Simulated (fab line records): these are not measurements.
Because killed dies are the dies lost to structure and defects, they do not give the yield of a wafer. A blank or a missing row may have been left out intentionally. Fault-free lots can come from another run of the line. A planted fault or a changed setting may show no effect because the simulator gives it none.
Split-lot trial :: flow n5-finfet :: 39 wafers read from 7 lots, route of 1938 steps

== ABOUT THE SPLIT ==
At N5_MOL_CONTACT_COAG_PRECLEAN_111 (cleans in NF3:NH3, afs cycles 1, time 20 s, sublimation time 60 s), the setting time-s was moved away from the recipe's 20 s on 9 of the 39 wafers read, by -45.9% to +56.0%. For the rest of the wafers, this setting stayed at what the recipe calls for.

== FROM THE SPLIT TO THE READING: what the file shows between them, 9 steps ==
- N5_MOL_CONTACT_COAG_TI_SIL_19: material Ti, target thk 4.2 nm, time 15 s
- N5_MOL_CONTACT_COAG_ALD_20: deposits TiN, target thk 1.5 nm, pulse time 1 s, purge time 3 s
- N5_MOL_CONTACT_COAG_PRECLEAN_125: cleans in DIW, time 57.5 s
- N5_MOL_CONTACT_COAG_SRD_126: dry time 32 s
- N5_MOL_CONTACT_COAG_CMP_23: polishes, stops on SiO2, t overpolish 1.5 s, target thk 0 nm
- N5_MOL_CONTACT_COAG_WET_ETCH_26: target Co, target depth 13 nm
- N5_MOL_CONTACT_COAG_WET_ETCH_116: etches the open film in SC1-inhibited, target depth 4.6 nm, rinse time 30 s
- N5_MOL_CONTACT_COAG_ALD_27: deposits SiOC, target thk 17 nm, pulse time 1.5 s, time 2720 s
- N5_MOL_CONTACT_COAG_CMP_28: polishes, stops on SiNx, t overpolish 0.85 s, target thk 14.522 nm

== THE READING ==
At N5_MOL_CONTACT_COAG_THK_MEAS_29: MD_CAP_THK, given in nm. On this fab line, fault-free wafers typically give 17.89 nm with a standard deviation of 0.086 nm.

wafer: L077.1
tool, chamber at the split: remote-plasma-02, 0
time-s as run, s: 20
against the recipe: recipe
MD_CAP_THK, nm: 17.83
against lot-mates on the recipe: -

wafer: L077.2
tool, chamber at the split: remote-plasma-02, 0
time-s as run, s: 20
against the recipe: recipe
MD_CAP_THK, nm: 17.90
against lot-mates on the recipe: -

wafer: L077.3
tool, chamber at the split: remote-plasma-02, 0
time-s as run, s: 20
against the recipe: recipe
MD_CAP_THK, nm: 18.04
against lot-mates on the recipe: -

wafer: L077.4
tool, chamber at the split: remote-plasma-02, 0
time-s as run, s: 20
against the recipe: recipe
MD_CAP_THK, nm: 17.91
against lot-mates on the recipe: -

wafer: L077.5
tool, chamber at the split: remote-plasma-02, 0
time-s as run, s: 20
against the recipe: recipe
MD_CAP_THK, nm: 17.92
against lot-mates on the recipe: -

wafer: L077.6
tool, chamber at the split: remote-plasma-02, 0
time-s as run, s: 20
against the recipe: recipe
MD_CAP_THK, nm: 17.90
against lot-mates on the recipe: -

wafer: L078.1
tool, chamber at the split: remote-plasma-02, 1
time-s as run, s: 20
against the recipe: recipe
MD_CAP_THK, nm: 17.81
against lot-mates on the recipe: -

wafer: L078.2
tool, chamber at the split: remote-plasma-02, 1
time-s as run, s: 20
against the recipe: recipe
MD_CAP_THK, nm: 17.88
against lot-mates on the recipe: -

wafer: L078.3
tool, chamber at the split: remote-plasma-02, 1
time-s as run, s: 20
against the recipe: recipe
MD_CAP_THK, nm: 18.07
against lot-mates on the recipe: -

wafer: L078.4
tool, chamber at the split: remote-plasma-02, 1
time-s as run, s: 20
against the recipe: recipe
MD_CAP_THK, nm: 17.86
against lot-mates on the recipe: -

wafer: L078.5
tool, chamber at the split: remote-plasma-02, 1
time-s as run, s: 20
against the recipe: recipe
MD_CAP_THK, nm: 17.85
against lot-mates on the recipe: -

wafer: L078.6
tool, chamber at the split: remote-plasma-02, 1
time-s as run, s: 20
against the recipe: recipe
MD_CAP_THK, nm: 17.82
against lot-mates on the recipe: -

wafer: L079.1
tool, chamber at the split: remote-plasma-02, 0
time-s as run, s: 20
against the recipe: recipe
MD_CAP_THK, nm: 18.00
against lot-mates on the recipe: -

wafer: L079.2
tool, chamber at the split: remote-plasma-02, 0
time-s as run, s: 20
against the recipe: recipe
MD_CAP_THK, nm: 17.99
against lot-mates on the recipe: -

wafer: L079.3
tool, chamber at the split: remote-plasma-02, 0
time-s as run, s: 30.6
against the recipe: +53.0%
MD_CAP_THK, nm: 17.51
against lot-mates on the recipe: -0.45

wafer: L079.4
tool, chamber at the split: remote-plasma-02, 0
time-s as run, s: 30.6
against the recipe: +53.0%
MD_CAP_THK, nm: 17.65
against lot-mates on the recipe: -0.31

wafer: L079.5
tool, chamber at the split: remote-plasma-02, 0
time-s as run, s: 30.6
against the recipe: +53.0%
MD_CAP_THK, nm: 17.52
against lot-mates on the recipe: -0.44

wafer: L079.6
tool, chamber at the split: remote-plasma-02, 0
time-s as run, s: 20
against the recipe: recipe
MD_CAP_THK, nm: 17.88
against lot-mates on the recipe: -

wafer: L087.4
tool, chamber at the split: remote-plasma-02, 1
time-s as run, s: 20
against the recipe: recipe
MD_CAP_THK, nm: 17.97
against lot-mates on the recipe: -

wafer: L087.5
tool, chamber at the split: remote-plasma-02, 1
time-s as run, s: 20
against the recipe: recipe
MD_CAP_THK, nm: 17.85
against lot-mates on the recipe: -

wafer: L087.6
tool, chamber at the split: remote-plasma-02, 1
time-s as run, s: 20
against the recipe: recipe
MD_CAP_THK, nm: 17.83
against lot-mates on the recipe: -

wafer: L088.1
tool, chamber at the split: remote-plasma-01, 0
time-s as run, s: 10.82
against the recipe: -45.9%
MD_CAP_THK, nm: 18.27
against lot-mates on the recipe: +0.28

wafer: L088.2
tool, chamber at the split: remote-plasma-01, 0
time-s as run, s: 20
against the recipe: recipe
MD_CAP_THK, nm: 18.00
against lot-mates on the recipe: -

wafer: L088.3
tool, chamber at the split: remote-plasma-01, 0
time-s as run, s: 10.82
against the recipe: -45.9%
MD_CAP_THK, nm: 18.11
against lot-mates on the recipe: +0.12

wafer: L088.4
tool, chamber at the split: remote-plasma-01, 0
time-s as run, s: 20
against the recipe: recipe
MD_CAP_THK, nm: 17.98
against lot-mates on the recipe: -

wafer: L088.5
tool, chamber at the split: remote-plasma-01, 0
time-s as run, s: 10.82
against the recipe: -45.9%
MD_CAP_THK, nm: 18.41
against lot-mates on the recipe: +0.42

wafer: L088.6
tool, chamber at the split: remote-plasma-01, 0
time-s as run, s: 20
against the recipe: recipe
MD_CAP_THK, nm: 17.98
against lot-mates on the recipe: -

wafer: L091.1
tool, chamber at the split: remote-plasma-02, 1
time-s as run, s: 20
against the recipe: recipe
MD_CAP_THK, nm: 17.91
against lot-mates on the recipe: -

wafer: L091.2
tool, chamber at the split: remote-plasma-02, 1
time-s as run, s: 20
against the recipe: recipe
MD_CAP_THK, nm: 17.92
against lot-mates on the recipe: -

wafer: L091.3
tool, chamber at the split: remote-plasma-02, 1
time-s as run, s: 20
against the recipe: recipe
MD_CAP_THK, nm: 17.87
against lot-mates on the recipe: -

wafer: L091.4
tool, chamber at the split: remote-plasma-02, 1
time-s as run, s: 20
against the recipe: recipe
MD_CAP_THK, nm: 17.94
against lot-mates on the recipe: -

wafer: L091.5
tool, chamber at the split: remote-plasma-02, 1
time-s as run, s: 20
against the recipe: recipe
MD_CAP_THK, nm: 17.93
against lot-mates on the recipe: -

wafer: L091.6
tool, chamber at the split: remote-plasma-02, 1
time-s as run, s: 20
against the recipe: recipe
MD_CAP_THK, nm: 17.91
against lot-mates on the recipe: -

wafer: L095.1
tool, chamber at the split: remote-plasma-01, 1
time-s as run, s: 31.21
against the recipe: +56.0%
MD_CAP_THK, nm: 17.46
against lot-mates on the recipe: -0.35

wafer: L095.2
tool, chamber at the split: remote-plasma-01, 1
time-s as run, s: 20
against the recipe: recipe
MD_CAP_THK, nm: 17.82
against lot-mates on the recipe: -

wafer: L095.3
tool, chamber at the split: remote-plasma-01, 1
time-s as run, s: 20
against the recipe: recipe
MD_CAP_THK, nm: 17.68
against lot-mates on the recipe: -

wafer: L095.4
tool, chamber at the split: remote-plasma-01, 1
time-s as run, s: 20
against the recipe: recipe
MD_CAP_THK, nm: 17.92
against lot-mates on the recipe: -

wafer: L095.5
tool, chamber at the split: remote-plasma-01, 1
time-s as run, s: 31.21
against the recipe: +56.0%
MD_CAP_THK, nm: 17.35
against lot-mates on the recipe: -0.46

wafer: L095.6
tool, chamber at the split: remote-plasma-01, 1
time-s as run, s: 31.21
against the recipe: +56.0%
MD_CAP_THK, nm: 17.26
against lot-mates on the recipe: -0.55

FIT RESULTS
A straight line over all 39 wafers: MD_CAP_THK changes by -0.00812 nm for each +1% of time-s; r = -0.91; the points scatter about the line by 0.092 nm.
The same after taking each lot's own level away (the mean of its wafers on the recipe; 39 wafers): -0.00725 nm for each +1%; r = -0.92; scatter 0.076 nm.
According to that fit, moving time-s by its largest amount changes the reading by 0.41 nm.
The span of the lots' own levels, 17.807 to 17.987 nm, comes to 2.1 times the standard deviation stated above.
In other words, the slope is changed by the lot-to-lot level; the two fits disagree.
Check: for one of the wafers moved furthest among these (+56.0%), held out of the fit, the line's prediction against its lot-mates is -0.426 nm. It came out at -0.347 nm against them.

== OTHER SPLITS ON THESE WAFERS ==
Before the reading, these wafers also passed through other splits. Each is held against what the fit with the lots' levels taken away leaves over:
other split on the same wafers: N5_SD_EPI_N_ETCH_45 target-depth-a
wafers away from the commonest value: 12
r with MD_CAP_THK (lot level and that fit taken away): +0.01

== THE WHOLE CHAIN: every reading that the file lists as answering this split, in the file's order ==
step: N5_MOL_CONTACT_COAG_CMP_23
what it does: polishes, stops on SiO2, t overpolish 1.5 s, target thk 0 nm
reading: SiNx_of_GATE_CUT_SAC_CAP_01.thk-nm (the simulator's own value, which no gauge read)
change (the file's fit): -0.00737 nm for each +1% of the setting
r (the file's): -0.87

step: N5_MOL_CONTACT_COAG_WET_ETCH_116
what it does: etches the open film in SC1-inhibited, target depth 4.6 nm, rinse time 30 s
reading: SiNx_of_GATE_CUT_SAC_CAP_01.thk-nm (the simulator's own value, which no gauge read)
change (the file's fit): -0.00687 nm for each +1% of the setting
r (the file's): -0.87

step: N5_MOL_CONTACT_COAG_THK_MEAS_29
what it does: 
reading: MD_CAP_THK
change (the file's fit): -0.00734 for each +1% of the setting
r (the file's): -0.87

step: N5_MOL_CONTACT_COAG_ETCH_47
what it does: etches SiNx in CH3F/O2, stops on W, target depth 27 nm
reading: etch.depth-nm (the simulator's own value, which no gauge read)
change (the file's fit): -0.00701 nm for each +1% of the setting
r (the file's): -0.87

== FILE'S OWN FIT ==
MD_CAP_THK changes by -0.00734 nm for each +1% of time-s, r = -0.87.
